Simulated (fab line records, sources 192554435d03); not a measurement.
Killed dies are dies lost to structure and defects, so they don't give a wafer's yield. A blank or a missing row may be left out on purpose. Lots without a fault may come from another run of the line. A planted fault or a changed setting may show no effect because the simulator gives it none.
fab line records | flow n5_finfet | part 2 of 2: steps 4 to 6 of 6
record lots=22 wafers=66 last_day=18
route steps=1938 shown HKMG_FIN@445 GATE_CUT@465
lots that met no fault: from a run of the same line without faults
start_h: hours from the record's first day to the start of the lot's first wafer shown | wait_h: hours since the lot's step before | " the same as in the row above | L1.1+2: a row that stands for several wafers | - no value, or no start given | * or withheld: withheld | < > ~ a bound
route shown NAME@n: a module of which the file shows steps, and the number in the route of the first | usual: mean/standard deviation of fault-free wafers | same: alike in all rows | chamber/n: place in a boat | sites: the reading at each site | _std_site: their standard deviation | _edge_site: outer sites' mean less inner sites' | radius_mm: how far each site lies from the wafer's centre | mask NAME#n: copy n | behind: the tool/chamber that last shaped the wafer | hold: why the lot was held/for how many hours/how that ended | device: the transistor (n, p or np) that didn't switch | end of line: the same wafers' tests at the end of the route | a step without rows: its recipe alone | killed: dies lost to structure and defects at the first sort, not the wafer's yield | map: a wafer's dies, x killed, . not, _ none there
set.NAME: the setting as run; set.NAME@STEP: as run at that earlier step | model.NAME: the simulator's own value behind a step, which no gauge read
steps of the route over a sample of lots; a table a step, a row a wafer
services: from which hour (start_h, from the record's first day; less than 0 if before it) a tool's chamber was out of use, for how many hours, and why
## steps
# step N5_GATE_CUT_DESCUM_18
# recipe chemistry=O2 time_s=7 source_power_w=50 bias_power_w=20 pressure_mtorr=20 rf_frequency_hz=2.712e+07 temp_c=40 resist=CAR-EUV o2_flow_sccm=225
# usual bias_power_w=19.99/0.062 drypump_motor_current_A=5.8/0.39 oes_product_au=0.74/0.059 rf_vpp_V=243.5/1.2 showerhead_plenum_p_Torr=2.11/0.06 temp_c=39.98/0.12 throttle_valve_pct=20.55/0.24
# columns lot.wafer tool chamber start_h wait_h bias_power_w drypump_motor_current_A oes_product_au rf_hours_counter_h rf_vpp_V showerhead_plenum_p_Torr temp_c throttle_valve_pct
L074.2 rie_diel-03 3 86.03 0.1 20.07 6.3 0.70 234 243.5 2.16 39.94 20.37
L074.5 " 3 " " 20.11 6.3 0.70 - 244.8 2.16 40.05 20.38
L074.6 " 0 " " 19.94 6.2 0.72 - 242.8 2.18 40.18 20.84
L076.1 rie_diel-04 3 97.01 0.2 20.09 5.3 0.76 163 244.8 2.18 39.93 20.70
L076.2 " 2 " " 20.01 6.4 0.70 209 243.4 2.15 39.91 20.67
L076.5 " 1 " " 19.95 6.3 0.76 - 244.5 2.18 39.81 20.29
L077.1 rie_diel-06 0 102.54 0.1 19.97 5.4 0.72 169 242.7 2.08 40.07 20.80
L077.2 " 1 " " 20.03 5.3 0.78 118 243.5 2.12 40.08 20.55
L077.5 " 2 " " 19.96 5.5 0.84 - 242.8 2.04 40.22 20.31
L078.1 rie_diel-06 1 106.86 0.0 20.02 5.3 0.79 119 243.3 2.12 39.94 20.54
L078.4 " 2 " " 19.91 5.5 0.83 58 242.2 2.04 40.01 20.33
L078.6 " 0 " " 20.06 5.4 0.71 - 243.2 2.08 40.00 20.82
L079.2 rie_diel-06 1 114.75 0.0 20.06 5.3 0.77 122 242.7 2.12 40.03 20.54
L079.3 " 3 " " 20.05 6.0 0.72 180 241.2 1.99 39.88 20.66
L079.4 " 0 " " 19.99 5.4 0.71 173 242.9 2.08 40.18 20.81
L080.1 rie_diel-06 2 123.64 0.6 19.90 5.5 0.82 63 242.1 2.04 39.91 20.33
L080.3 " 3 " " 19.97 6.0 0.72 183 241.2 1.99 40.24 20.66
L080.4 " 1 " " 20.03 5.3 0.76 125 242.8 2.11 39.91 20.56
L081.2 rie_diel-03 1 126.82 0.0 20.05 5.8 0.72 178 245.0 2.16 39.92 20.41
L081.5 " 0 " " 19.98 6.2 0.70 - 244.7 2.17 39.97 20.87
L081.6 " 3 " " 20.03 6.3 0.69 - 244.6 2.15 39.88 20.39
L082.1 rie_diel-06 1 131.66 0.2 20.00 5.3 0.77 128 243.8 2.11 39.83 20.56
L082.5 " 1 " " 20.07 5.3 0.77 - 242.4 2.11 40.03 20.57
L082.6 " 2 " " 20.05 5.5 0.82 - 244.6 2.04 40.02 20.32
L083.1 rie_diel-03 1 139.12 0.0 19.99 5.7 0.71 185 244.1 2.15 39.91 20.42
L083.3 " 0 " " 19.92 6.2 0.70 220 243.7 2.17 40.00 20.88
L083.4 " 0 " " 19.91 6.2 0.70 - 243.4 2.17 40.02 20.87
L084.1 rie_diel-04 3 146.10 0.0 19.97 5.3 0.76 176 244.1 2.17 40.08 20.72
L084.3 " 0 " " 20.00 6.0 0.88 55 244.2 2.13 39.93 20.01
L084.6 " 0 " " 19.96 6.1 0.88 - 243.8 2.13 40.01 20.01
L085.1 rie_diel-03 3 152.05 0.0 19.88 6.3 0.68 259 245.1 2.15 39.91 20.43
L085.3 " 1 " " 19.92 5.8 0.71 188 244.1 2.15 39.92 20.43
L085.6 " 1 " " 19.94 5.7 0.71 - 243.2 2.15 39.91 20.43
L087.1 rie_diel-03 3 163.79 0.2 19.91 6.4 0.67 265 243.9 2.15 39.99 20.42
L087.4 " 0 " " 19.93 6.2 0.69 - 244.7 2.17 39.96 20.90
L087.5 " 1 " " 19.97 5.7 0.70 - 245.4 2.15 39.99 20.43
L088.1 rie_diel-04 0 169.27 0.0 19.91 6.1 0.85 64 243.9 2.13 40.12 20.02
L088.3 " 3 " " 20.03 5.3 0.75 184 244.0 2.17 40.13 20.74
L088.6 " 3 " " 20.06 5.3 0.75 - 243.9 2.17 40.02 20.72
L089.1 rie_diel-06 0 175.40 0.0 20.02 5.4 0.71 188 243.1 2.08 40.03 20.84
L089.3 " 1 " " 19.91 5.3 0.76 138 242.4 2.11 39.81 20.56
L089.5 " 1 " " 19.97 5.3 0.76 - 243.8 2.11 40.02 20.57
L090.2 rie_diel-03 2 179.83 0.0 19.95 5.7 0.83 72 241.1 2.05 39.98 20.34
L090.4 " 2 " " 19.96 5.7 0.82 - 242.9 2.05 39.81 20.34
L090.6 " 1 " " 19.99 5.8 0.70 - 243.8 2.15 39.85 20.45
L091.1 rie_diel-03 3 189.59 0.4 19.93 6.3 0.99 1 244.2 2.15 39.94 19.99
L091.5 " 2 " " 20.02 5.7 0.82 - 241.2 2.05 39.92 20.32
L091.6 " 1 " " 19.95 5.7 0.70 - 245.4 2.15 39.81 20.47
L092.4 rie_diel-06 1 192.74 0.0 19.97 5.3 0.75 143 244.1 2.11 40.17 20.59
L092.5 " 0 " " 19.96 5.4 0.69 - 242.9 2.07 39.87 20.85
L092.6 " 3 " " 19.86 6.0 0.71 - 242.3 1.98 40.05 20.67
L093.2 rie_diel-04 1 199.95 0.0 20.12 6.3 0.73 150 243.3 2.17 40.18 20.34
L093.4 " 2 " " 20.02 6.3 0.68 239 244.2 2.14 39.97 20.70
L093.5 " 3 " " 19.97 5.3 0.75 - 244.0 2.17 40.12 20.74
L094.2 rie_diel-06 2 203.18 0.1 19.97 5.5 0.80 85 240.4 2.03 39.96 20.37
L094.4 " 3 " " 20.01 6.0 0.70 204 242.0 1.98 39.91 20.68
L094.6 " 0 " " 19.91 5.4 0.70 - 243.2 2.07 39.83 20.86
L095.1 rie_diel-06 0 206.85 0.0 19.85 5.3 0.70 198 244.4 2.07 39.89 20.84
L095.4 " 1 " " 20.06 5.3 0.75 147 244.1 2.11 40.28 20.58
L095.5 " 2 " " 20.00 5.5 0.81 - 242.2 2.03 39.86 20.38
L096.2 rie_diel-03 3 218.60 0.0 20.04 6.3 0.93 9 243.7 2.15 40.06 20.00
L096.4 " 2 " " 20.04 5.7 0.82 83 243.5 2.04 40.14 20.36
L096.6 " 1 " " 20.03 5.7 0.69 - 244.6 2.14 39.83 20.47
L097.4 rie_diel-04 1 223.90 0.0 19.91 6.3 0.74 158 243.9 2.17 40.14 20.34
L097.5 " 2 " " 20.03 6.4 0.67 - 244.5 2.13 40.00 20.72
L097.6 " 3 " " 20.02 5.3 0.73 - 245.4 2.16 40.02 20.76
# step N5_GATE_CUT_ETCH_47
# recipe chemistry=Cl2/BCl3 target=SiO2 target_depth_a=100 pressure_mtorr=10 icp_w=1000 bias_w=126 Cl2_flow_sccm=53.25 bcl3_flow_sccm=21.75 Ar_flow_sccm=25
# usual drypump_motor_current_A=5.6/0.41 oes_product_au=0.80/0.12 throttle_valve_pct=22.71/0.22
# columns lot.wafer tool chamber start_h wait_h drypump_motor_current_A oes_product_au rf_hours_counter_h throttle_valve_pct
L074.2 rie_metal-02 1 86.57 0.0 5.5 0.92 3 22.81
L074.5 " 0 " " 5.2 0.58 - 23.04
L074.6 " 1 " " 5.5 0.92 - 22.83
L076.1 rie_metal-03 1 97.55 0.0 4.9 0.96 2 22.85
L076.2 " 0 " " 6.0 0.73 61 22.78
L076.5 " 1 " " 4.9 0.97 - 22.86
L077.1 rie_metal-02 0 103.09 0.0 5.2 0.58 138 23.05
L077.2 " 1 " " 5.5 0.91 4 22.80
L077.5 " 0 " " 5.2 0.59 - 23.04
L078.1 rie_metal-01 0 107.40 0.0 5.9 0.79 32 22.27
L078.4 " 1 " " 5.8 0.72 - 22.62
L078.6 " 0 " " 6.0 0.79 - 22.28
L079.2 rie_metal-02 1 115.30 0.0 5.5 0.89 5 22.80
L079.3 " 1 " " 5.6 0.90 - 22.81
L079.4 " 0 " " 5.2 0.58 - 23.05
L080.1 rie_metal-03 0 124.19 0.0 6.0 0.73 62 22.79
L080.3 " 1 " " 4.9 0.95 - 22.86
L080.4 " 0 " " 6.0 0.73 - 22.78
L081.2 rie_metal-03 0 127.37 0.0 6.0 0.72 62 22.77
L081.5 " 0 " " 6.0 0.73 - 22.80
L081.6 " 1 " " 4.9 0.95 - 22.84
L082.1 rie_metal-01 1 132.21 0.0 5.9 0.70 86 22.63
L082.5 " 1 " " 5.9 0.70 - 22.63
L082.6 " 0 " " 5.9 0.78 - 22.26
L083.1 rie_metal-01 0 139.66 0.0 5.9 0.79 34 22.27
L083.3 " 1 " " 5.9 0.70 - 22.64
L083.4 " 0 " " 5.9 0.78 - 22.27
L084.1 rie_metal-01 1 146.64 0.0 5.9 0.69 88 22.62
L084.3 " 1 " " 5.9 0.70 - 22.62
L084.6 " 0 " " 6.0 0.78 - 22.27
L085.1 rie_metal-03 0 152.59 0.0 6.0 0.73 65 22.81
L085.3 " 0 " " 6.0 0.72 - 22.80
L085.6 " 0 " " 6.0 0.73 - 22.79
L087.1 rie_metal-02 1 164.49 0.1 5.5 0.87 9 22.83
L087.4 " 1 " " 5.5 0.87 - 22.83
L087.5 " 1 " " 5.5 0.87 - 22.82
L088.1 rie_metal-01 0 169.82 0.0 5.9 0.77 37 22.29
L088.3 " 1 " " 5.8 0.69 - 22.63
L088.6 " 0 " " 5.9 0.77 - 22.30
L089.1 rie_metal-02 1 175.94 0.0 5.6 0.87 12 22.82
L089.3 " 0 " " 5.2 1.00 - 22.66
L089.5 " 1 " " 5.5 0.86 - 22.84
L090.2 rie_metal-03 1 180.38 0.0 4.9 0.89 9 22.87
L090.4 " 0 " " 6.0 0.71 - 22.81
L090.6 " 1 " " 4.9 0.90 - 22.88
L091.1 rie_metal-03 0 190.13 0.0 6.0 0.71 69 22.81
L091.5 " 0 " " 6.0 0.71 - 22.80
L091.6 " 1 " " 4.9 0.89 - 22.88
L092.4 rie_metal-03 0 193.30 0.0 6.0 0.72 - 22.83
L092.5 " 1 " " 4.9 0.89 - 22.89
L092.6 " 0 " " 6.0 0.71 - 22.81
L093.2 rie_metal-02 0 200.65 0.1 5.2 0.95 - 22.67
L093.4 " 0 " " 5.2 0.95 - 22.68
L093.5 " 0 " " 5.2 0.95 - 22.67
L094.2 rie_metal-02 0 203.89 0.1 5.2 0.94 - 22.67
L094.4 " 0 " " 5.2 0.94 - 22.68
L094.6 " 0 " " 5.2 0.94 - 22.68
L095.1 rie_metal-01 0 207.40 0.0 5.9 0.77 41 22.30
L095.4 " 0 " " 5.9 0.77 - 22.29
L095.5 " 0 " " 5.9 0.77 - 22.29
L096.2 rie_metal-03 0 219.15 0.0 6.0 0.71 71 22.82
L096.4 " 1 " " 4.9 0.88 - 22.87
L096.6 " 1 " " 4.9 0.88 - 22.87
L097.4 rie_metal-01 0 224.45 0.0 5.9 0.76 - 22.30
L097.5 " 1 " " 5.8 0.68 - 22.65
L097.6 " 0 " " 5.9 0.76 - 22.31
# step N5_GATE_CUT_VAPOR_ETCH_48
# recipe chemistry=BCl3/Cl2 target=TiN mode=isotropic
# usual drypump_motor_current_A=5.6/0.41 oes_product_au=0.79/0.11
# columns lot.wafer tool chamber start_h wait_h drypump_motor_current_A oes_product_au
L074.2 rie_metal-02 1 86.60 0.0 5.5 0.91
L074.5 " 0 " " 5.2 0.58
L074.6 " 1 " " 5.6 0.91
L076.1 rie_metal-03 1 97.58 0.0 4.9 0.95
L076.2 " 0 " " 6.0 0.73
L076.5 " 1 " " 4.9 0.95
L077.1 rie_metal-02 0 103.12 0.0 5.2 0.58
L077.2 " 1 " " 5.5 0.89
L077.5 " 0 " " 5.2 0.58
L078.1 rie_metal-01 0 107.43 0.0 5.9 0.79
L078.4 " 1 " " 5.9 0.70
L078.6 " 0 " " 5.9 0.79
L079.2 rie_metal-02 1 115.33 0.0 5.5 0.89
L079.3 " 1 " " 5.5 0.89
L079.4 " 0 " " 5.2 0.57
L080.1 rie_metal-03 0 124.22 0.0 6.0 0.73
L080.3 " 1 " " 4.9 0.94
L080.4 " 0 " " 6.0 0.73
L081.2 rie_metal-03 0 127.40 0.0 6.0 0.74
L081.5 " 0 " " 6.0 0.73
L081.6 " 1 " " 4.9 0.95
L082.1 rie_metal-01 1 132.24 0.0 5.9 0.69
L082.5 " 1 " " 5.9 0.69
L082.6 " 0 " " 5.9 0.78
L083.1 rie_metal-01 0 139.69 0.0 5.9 0.79
L083.3 " 1 " " 5.9 0.69
L083.4 " 0 " " 5.9 0.79
L084.1 rie_metal-01 1 146.67 0.0 5.8 0.69
L084.3 " 1 " " 5.8 0.70
L084.6 " 0 " " 5.9 0.79
L085.1 rie_metal-03 0 152.62 0.0 6.0 0.72
L085.3 " 0 " " 6.0 0.73
L085.6 " 0 " " 6.0 0.72
L087.1 rie_metal-02 1 164.55 0.1 5.5 0.87
L087.4 " 1 " " 5.5 0.87
L087.5 " 1 " " 5.5 0.88
L088.1 rie_metal-01 0 169.85 0.0 5.9 0.78
L088.3 " 1 " " 5.8 0.69
L088.6 " 0 " " 5.9 0.77
L089.1 rie_metal-02 1 175.97 0.0 5.5 0.85
L089.3 " 0 " " 5.2 1.00
L089.5 " 1 " " 5.5 0.85
L090.2 rie_metal-03 1 180.41 0.0 4.9 0.89
L090.4 " 0 " " 6.0 0.71
L090.6 " 1 " " 4.9 0.88
L091.1 rie_metal-03 0 190.16 0.0 6.0 0.72
L091.5 " 0 " " 6.0 0.71
L091.6 " 1 " " 4.9 0.88
L092.4 rie_metal-03 0 193.33 0.0 6.0 0.72
L092.5 " 1 " " 4.9 0.89
L092.6 " 0 " " 6.0 0.71
L093.2 rie_metal-02 0 200.71 0.1 5.2 0.96
L093.4 " 0 " " 5.2 0.95
L093.5 " 0 " " 5.2 0.96
L094.2 rie_metal-02 0 203.95 0.1 5.2 0.94
L094.4 " 0 " " 5.2 0.94
L094.6 " 0 " " 5.2 0.93
L095.1 rie_metal-01 0 207.43 0.0 5.9 0.76
L095.4 " 0 " " 6.0 0.77
L095.5 " 0 " " 5.9 0.77
L096.2 rie_metal-03 0 219.18 0.0 6.0 0.71
L096.4 " 1 " " 4.9 0.87
L096.6 " 1 " " 4.9 0.87
L097.4 rie_metal-01 0 224.48 0.0 5.9 0.77
L097.5 " 1 " " 5.9 0.68
L097.6 " 0 " " 5.9 0.76
## services
# columns tool chamber start_h hours kind
rie_metal-03 1 59.77 - clean
rie_metal-03 1 59.77 14.5 scheduled_down
rie_metal-03 1 59.77 14.5 vent_cycle
rie_diel-06 2 61.78 5.3 repair
rie_diel-04 0 63.01 9.9 repair
rie_diel-04 1 73.95 1.3 repair
rie_diel-02 1 90.78 3.3 repair
rie_diel-03 2 91.92 5.7 repair
rie_diel-03 2 104.37 62.3 repair
rie_diel-05 2 107.24 8.5 repair
rie_diel-04 - 122.71 2.8 pm
rie_metal-02 0 150.13 - clean
rie_metal-02 0 150.13 25.4 scheduled_down
rie_metal-02 0 150.13 25.4 vent_cycle
rie_diel-01 3 165.61 6.2 repair
rie_diel-03 3 166.76 - clean
rie_diel-03 3 166.76 - consumable_replace:focus_ring
rie_metal-02 1 198.71 15.0 repair
rie_diel-01 1 200.33 1.6 repair
rie_diel-05 0 203.00 - clean
rie_diel-05 0 203.00 - consumable_replace:focus_ring
rie_diel-05 0 203.00 22.6 scheduled_down
rie_diel-05 0 203.00 22.6 vent_cycle
rie_diel-06 0 211.47 8.5 repair
